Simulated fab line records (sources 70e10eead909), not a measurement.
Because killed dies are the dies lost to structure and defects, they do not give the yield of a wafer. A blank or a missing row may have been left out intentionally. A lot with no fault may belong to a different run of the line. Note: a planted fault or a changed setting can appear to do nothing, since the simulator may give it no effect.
fab line records -- flow nand_harc
[record] lots = 5, wafers = 15, last_day = 24
route steps=1159 shown P_ZERO_WELL@44 END@1159
lots with no fault: from the same line, run without faults
start_h: start of the lot's first displayed wafer, in hours after the record's first day -- wait_h: hours from the lot's prior step to this one -- " same as the row above -- L1.1+2: one row covering several wafers at once -- - either no value or no given start -- * or withheld: withheld -- < > ~ a bound
route shown NAME@n: a module of which the file shows steps, and the number in the route of the first -- usual: mean and standard deviation over wafers with no fault -- same: alike in all rows -- chamber/n: place in a boat -- sites: readings site by site -- _std_site: their standard deviation -- _edge_site: outer sites' mean less inner sites' -- radius_mm: for every site, how far away it sits from the centre of the wafer -- mask NAME#n: copy n -- behind: the most recent tool/chamber to have shaped the wafer -- hold: what put the lot on hold/how long, in hours/how the hold closed -- device: which transistor (n, p or np) failed to switch -- end of line: tests run on the same wafers once the route is complete -- a step without rows: its recipe alone -- killed: the dies lost at the first sort to structure and to defects; this is not the yield of the wafer -- map: a wafer's dies, marking killed ones x, the rest . and places with no die _
set.NAME: the setting the step ran with; set.NAME@STEP: the setting that earlier step ran with -- model.NAME: the simulator's own value behind a step, which no gauge read
lots at some steps of the route; a table a step, a row a wafer
services: from which hour (start_h, from the record's first day; less than 0 if before it) a tool's chamber was out of use, for how many hours, and why
[[steps]]
[step NHARC_P_ZERO_WELL_CD_MEAS_37]
[recipe] target_cd_nm = 720, landing_energy_ev = 500
[usual] cd_nm = 718.5/1.9
lot.wafer,tool,chamber,start_h,wait_h,cd_nm
L543.1,cd_sem-02,0,46.24,-,717.4
L543.4,cd_sem-02,0,46.24,-,720.6
L543.5,cd_sem-02,0,46.24,-,719.2
L546.1,cd_sem-01,0,64.21,-,718.2
L546.4,cd_sem-01,0,64.21,-,716.0
L546.6,cd_sem-01,0,64.21,-,719.6
L556.1,cd_sem-02,0,124.67,-,719.4
L556.3,cd_sem-02,0,124.67,-,719.1
L556.6,cd_sem-02,0,124.67,-,716.3
L560.2,cd_sem-02,0,148.12,-,719.4
L560.5,cd_sem-02,0,148.12,-,718.0
L560.6,cd_sem-02,0,148.12,-,718.5
L561.1,cd_sem-02,0,154.22,-,719.3
L561.4,cd_sem-02,0,154.22,-,718.3
L561.5,cd_sem-02,0,154.22,-,716.2
[step NHARC_P_ZERO_WELL_HARDBAKE_38]
[recipe] temp_c = 125, time_s = 80
[step NHARC_P_ZERO_WELL_DESCUM_39]
[recipe] time_s = 3, o2_flow_sccm = 200, ar_flow_sccm = 0, bias_power_w = 0, chemistry = O2
[usual] drypump_motor_current_A = 5.7/0.47, o2_flow_sccm = 200.1/0.55, oes_product_au = 0.995/0.016, rf_vpp_V = 57.8/0.88, showerhead_plenum_p_Torr = 1.95/0.077, throttle_valve_pct = 11.312/0.0096
lot.wafer,tool,chamber,start_h,wait_h,drypump_motor_current_A,o2_flow_sccm,oes_product_au,rf_hours_counter_h,rf_vpp_V,showerhead_plenum_p_Torr,throttle_valve_pct
L543.4,rie_diel-01,1,46.41,-,5.6,199.7,1.008,8,58.1,1.92,11.328
L543.1,rie_diel-01,2,46.41,-,5.7,200.3,1.031,8,57.4,1.91,11.320
L543.5,rie_diel-01,1,46.41,-,5.6,199.1,1.007,-,57.6,1.92,11.321
L546.1,rie_diel-01,1,64.38,-,5.5,199.9,0.993,9,56.7,1.92,11.298
L546.4,rie_diel-01,2,64.38,-,5.8,200.5,1.032,9,58.2,1.92,11.315
L546.6,rie_diel-01,1,64.38,-,5.5,199.7,0.994,-,58.5,1.92,11.319
L556.1,rie_diel-03,3,124.83,-,5.7,200.4,0.986,5,57.0,1.83,11.320
L556.3,rie_diel-03,0,124.83,-,6.0,200.0,0.958,5,58.6,1.99,11.309
L556.6,rie_diel-03,3,124.83,-,5.7,199.6,0.994,-,56.8,1.83,11.307
L560.2,rie_diel-01,3,148.30,-,5.8,200.6,0.983,0,57.4,1.91,11.290
L560.5,rie_diel-01,1,148.30,-,5.6,199.9,0.983,-,58.9,1.92,11.318
L560.6,rie_diel-01,2,148.30,-,5.7,199.9,1.014,-,58.9,1.91,11.303
L561.4,rie_diel-03,2,154.39,-,5.6,200.9,0.993,9,57.2,1.87,11.309
L561.1,rie_diel-03,3,154.39,-,5.7,199.8,1.001,9,56.4,1.83,11.295
L561.5,rie_diel-03,2,154.39,-,5.6,200.3,0.993,-,57.0,1.87,11.315
[step NHARC_P_ZERO_WELL_IMPLANT_40]
[recipe] energy_kev = 300, dose_cm2 = 1e+13, tilt_deg = 7
[step NHARC_P_ZERO_WELL_IMPLANT_59]
[recipe] energy_kev = 120, dose_cm2 = 5e+12, tilt_deg = 7
[step NHARC_P_ZERO_WELL_IMPLANT_60]
[recipe] energy_kev = 30, dose_cm2 = 2e+12, tilt_deg = 7
[step NHARC_P_ZERO_WELL_STRIP_41]
[recipe] time_s = 840, temp_c = 130, chemistry = SPM
[step NHARC_P_ZERO_WELL_DEHYDRATE_44]
[recipe] temp_c = 150, time_s = 120
[step NHARC_P_ZERO_WELL_HMDS_45]
[recipe] time_s = 30
[step NHARC_P_ZERO_WELL_COAT_46]
[recipe] spin_rpm = withheld
[step NHARC_P_ZERO_WELL_SOFTBAKE_47]
[recipe] temp_c = 122, time_s = 95
[step NHARC_P_ZERO_WELL_EBR_48]
[step NHARC_P_ZERO_WELL_EXPOSE_49]
[recipe] na = 0.6, target_cd_nm = 2000, dose_mj = 22.64, mask_id = P_HVPW
lot.wafer,tool,chamber,start_h,wait_h,mask
L543.1+4+5,krf_scanner-04,0,47.59,-,P_HVPW#0
L546.1+4+6,krf_scanner-02,0,65.70,-,P_HVPW_R1#0
L556.1+3+6,krf_scanner-02,0,126.03,-,P_HVPW#0
L560.2+5+6,krf_scanner-03,0,149.49,-,P_HVPW#0
L561.1+4+5,krf_scanner-02,0,155.69,-,P_HVPW#0
[step NHARC_P_ZERO_WELL_PEB_50]
[recipe] peb_temp_c = 118, peb_time_s = 85
[step NHARC_P_ZERO_WELL_DEVELOP_51]
[recipe] time_s = 70
[step NHARC_P_ZERO_WELL_CD_MEAS_52]
[recipe] target_cd_nm = 2000, landing_energy_ev = 500
[usual] cd_nm = 1998.3/2.2
lot.wafer,tool,chamber,start_h,wait_h,hold,cd_nm
L543.1,cd_sem-01,0,47.75,-,-,1997.9
L543.4,cd_sem-01,0,47.75,-,-,1997.8
L543.5,cd_sem-01,0,47.75,-,-,1995.5
L546.1,cd_sem-02,0,65.86,-,await_dispo/0.2h/release,1777.5
L546.4,cd_sem-02,0,65.86,-,await_dispo/0.2h/release,1775.7
L546.6,cd_sem-02,0,65.86,-,await_dispo/0.2h/release,1775.3
L546.1,cd_sem-02,0,-,-,-,1777.4
L546.4,cd_sem-02,0,-,-,-,1775.9
L546.6,cd_sem-02,0,-,-,-,1775.5
L556.1,cd_sem-02,0,126.18,-,-,1999.4
L556.3,cd_sem-02,0,126.18,-,-,1999.7
L556.6,cd_sem-02,0,126.18,-,-,1998.6
L560.2,cd_sem-01,0,149.64,-,-,2000.1
L560.5,cd_sem-01,0,149.64,-,-,2001.1
L560.6,cd_sem-01,0,149.64,-,-,2002.1
L561.1,cd_sem-01,0,155.85,-,-,1999.9
L561.4,cd_sem-01,0,155.85,-,-,1999.8
L561.5,cd_sem-01,0,155.85,-,-,1996.9
[step NHARC_END_SORT_01]
[recipe] temp_c = 25
[usual] defect_limited_yield = 95.2/1.6, killed_at_array = 29/11, killed_at_other = 0.5/0.89, killed_at_periphery = 3.3/2, killed_dies = 32/11, killed_open = 3.1/1.9, killed_short = 2.3/1.6, sort_bin_2_pct = 1.5/0.71, sort_bin_3_pct = 0.30/0.22, sort_bin_4_pct = 3.0/1.1, sort_n_pass = 645/11, sort_rim_yield_pct = 97.3/1.8, sort_yield_pct = 95.2/1.6
[same] gross_dies = 677, sort_bin_5_pct[%] = 0, sort_bin_6_pct[%] = 0, sort_bin_7_pct[%] = 0, sort_bin_8_pct[%] = 0, sort_rim_n_gross = 106.00
lot.wafer,tool,chamber,start_h,wait_h,defect_limited_yield[%],killed_at_array,killed_at_other,killed_at_periphery,killed_dies,killed_open,killed_short,sort_bin_2_pct[%],sort_bin_3_pct[%],sort_bin_4_pct[%],sort_n_pass,sort_rim_yield_pct[%],sort_yield_pct[%]
L543.1,prober-01,0,456.63,2.5,98.7,5,1,3,9,4,3,0.4,0.15,0.7,668,99.1,98.7
L543.4,prober-01,0,459.04,3.4,97.3,14,1,3,18,3,4,0.9,0.30,1.5,659,99.1,97.3
L543.5,prober-01,0,459.85,3.7,96.5,20,1,3,24,1,1,0.9,0,2.7,653,97.2,96.5
L560.2,prober-01,0,562.83,2.8,94.1,34,0,6,40,3,3,1.6,0.44,3.8,637,99.1,94.1
L560.5,prober-01,0,565.22,3.7,94.8,30,0,5,35,2,2,1.3,0.30,3.5,642,99.1,94.8
L560.6,prober-01,0,566.01,4.0,95.0,32,0,2,34,3,1,0.9,0.30,3.8,643,97.2,95.0
L561.1,prober-02,0,565.86,2.5,92.9,41,2,5,48,5,2,1.8,0.30,5.0,629,90.6,92.9
L561.4,prober-02,0,568.25,3.4,93.9,34,1,6,41,3,0,1.8,0.74,3.5,636,98.1,93.9
L561.5,prober-02,0,569.04,3.7,93.9,36,2,3,41,3,4,1.8,0.74,3.5,636,94.3,93.9
// killed by level:class
L543.1 P_M0:geometric_particle:open=2 A_WL_FILL:geometric_particle:short=2 P_CONTACT:geometric_particle:open=1 A_CHANNEL_FILL_D1:geometric_particle:short=1 A_CONTACT:geometric_particle:open=1 A_CHANNEL_HOLE_D1:chamber_film_flake=1 THIN_TSV:chamber_film_flake=1
L543.4 A_WL_FILL:geometric_particle:short=4 A_CHANNEL_HOLE_D1:chamber_film_flake=3 A_WL_FILL:chamber_film_flake=3 P_GATE:chamber_film_flake=2 A_CHANNEL_FILL_D1:geometric_particle:open=1 A_CONTACT:geometric_particle:open=1 A_BONDPAD:geometric_particle:open=1 P_ZERO_WELL:chamber_film_flake=1
L543.5 A_WL_FILL:chamber_film_flake=9 A_CHANNEL_HOLE_D1:chamber_film_flake=3 A_CONTACT:chamber_film_flake=3 A_STAIRCASE:chamber_film_flake=2 A_WL_FILL:geometric_particle:short=1 A_BLC:geometric_particle:open=1 P_ZERO_WELL:chamber_film_flake=1 P_GATE:chamber_film_flake=1
L560.2 A_SLIT:chamber_film_flake=19 A_CHANNEL_HOLE_D1:chamber_film_flake=9 P_ZERO_WELL:chamber_film_flake=4 A_CONTACT:geometric_particle:open=2 P_GATE:geometric_particle:short=1 P_M0:geometric_particle:short=1 A_WL_FILL:geometric_particle:short=1 A_M1:geometric_particle:open=1
L560.5 A_SLIT:chamber_film_flake=16 A_CHANNEL_HOLE_D1:chamber_film_flake=5 A_STAIRCASE:chamber_film_flake=5 P_ZERO_WELL:chamber_film_flake=2 P_M0:geometric_particle:short=1 A_CHANNEL_FILL_D1:geometric_particle:short=1 A_WL_FILL:geometric_particle:open=1 A_CONTACT:geometric_particle:open=1
L561.1 A_SLIT:chamber_film_flake=17 A_STAIRCASE:chamber_film_flake=10 A_CHANNEL_HOLE_D1:chamber_film_flake=5 A_BLC:geometric_particle:open=2 P_GATE:chamber_film_flake=2 A_CONTACT:chamber_film_flake=2 THIN_TSV:chamber_film_flake=2 P_M0:geometric_particle:open=1
L560.6 A_SLIT:chamber_film_flake=18 A_CHANNEL_HOLE_D1:chamber_film_flake=7 A_STAIRCASE:chamber_film_flake=2 P_STI:geometric_particle:short=1 A_ONON_D1:geometric_particle:open=1 A_CHANNEL_FILL_D1:geometric_particle:open=1 A_CONTACT:geometric_particle:open=1 P_ZERO_WELL:chamber_film_flake=1
L561.4 A_SLIT:chamber_film_flake=14 A_CHANNEL_HOLE_D1:chamber_film_flake=9 A_CONTACT:chamber_film_flake=6 A_STAIRCASE:chamber_film_flake=3 P_M1:geometric_particle:open=2 P_GATE:chamber_film_flake=2 A_M0:geometric_particle:open=1 P_STI:chamber_film_flake=1
L561.5 A_SLIT:chamber_film_flake=18 A_STAIRCASE:chamber_film_flake=8 A_ONON_D1:geometric_particle:short=2 A_CHANNEL_HOLE_D1:chamber_film_flake=2 THIN_TSV:chamber_film_flake=2 P_CONTACT:geometric_particle:open=1 P_M0:geometric_particle:short=1 A_WL_FILL:geometric_particle:open=1
[[services]]
tool,chamber,start_h,hours,kind
krf_scanner-02,-,38.00,4.0,pm
rie_diel-03,-,38.30,9.0,pm
rie_diel-01,0,43.86,-,clean
rie_diel-01,1,43.86,-,clean
rie_diel-01,2,43.86,-,clean
rie_diel-01,3,43.86,-,clean
krf_scanner-04,-,55.84,18.1,repair
rie_diel-01,0,68.36,-,clean
rie_diel-01,1,68.36,-,clean
rie_diel-01,2,68.36,-,clean
rie_diel-01,3,68.36,-,clean
rie_diel-01,1,71.18,3.9,repair
rie_diel-03,2,86.17,4.3,repair
rie_diel-01,1,91.48,2.3,repair
rie_diel-01,0,92.86,-,clean
rie_diel-01,2,92.86,-,clean
rie_diel-01,3,92.86,-,clean
rie_diel-01,0,117.36,-,clean
rie_diel-01,1,117.36,-,clean
rie_diel-01,2,117.36,-,clean
krf_scanner-04,-,118.26,9.4,repair
rie_diel-01,2,128.26,7.2,repair
rie_diel-01,-,138.09,9.0,pm
rie_diel-03,1,143.47,8.0,repair
[[key]]
[first_sign] step = NHARC_P_ZERO_WELL_EXPOSE_49, reading = mask, direction = changed
[effect] step = NHARC_P_ZERO_WELL_CD_MEAS_52, reading = visit, direction = added
[effect] step = NHARC_P_ZERO_WELL_CD_MEAS_52, reading = cd_nm, direction = down, sigmas = 99+, usual = 1998.3, struck = 1776.2
met_at NHARC_P_ZERO_WELL_EXPOSE_49
struck_wafers L546.1,L546.4,L546.6
scrapped_behind NHARC_P_ZERO_WELL_CD_MEAS_52 L546.1,L546.4,L546.6
[fault] kind = wrong_mask, tool = any, chamber = -, onset_h = 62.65, steps = NHARC_P_ZERO_WELL_EXPOSE_49, aux_copy = P_HVPW_R1#0, cd_offset_nm = -225.36, scope = struck_lots_only
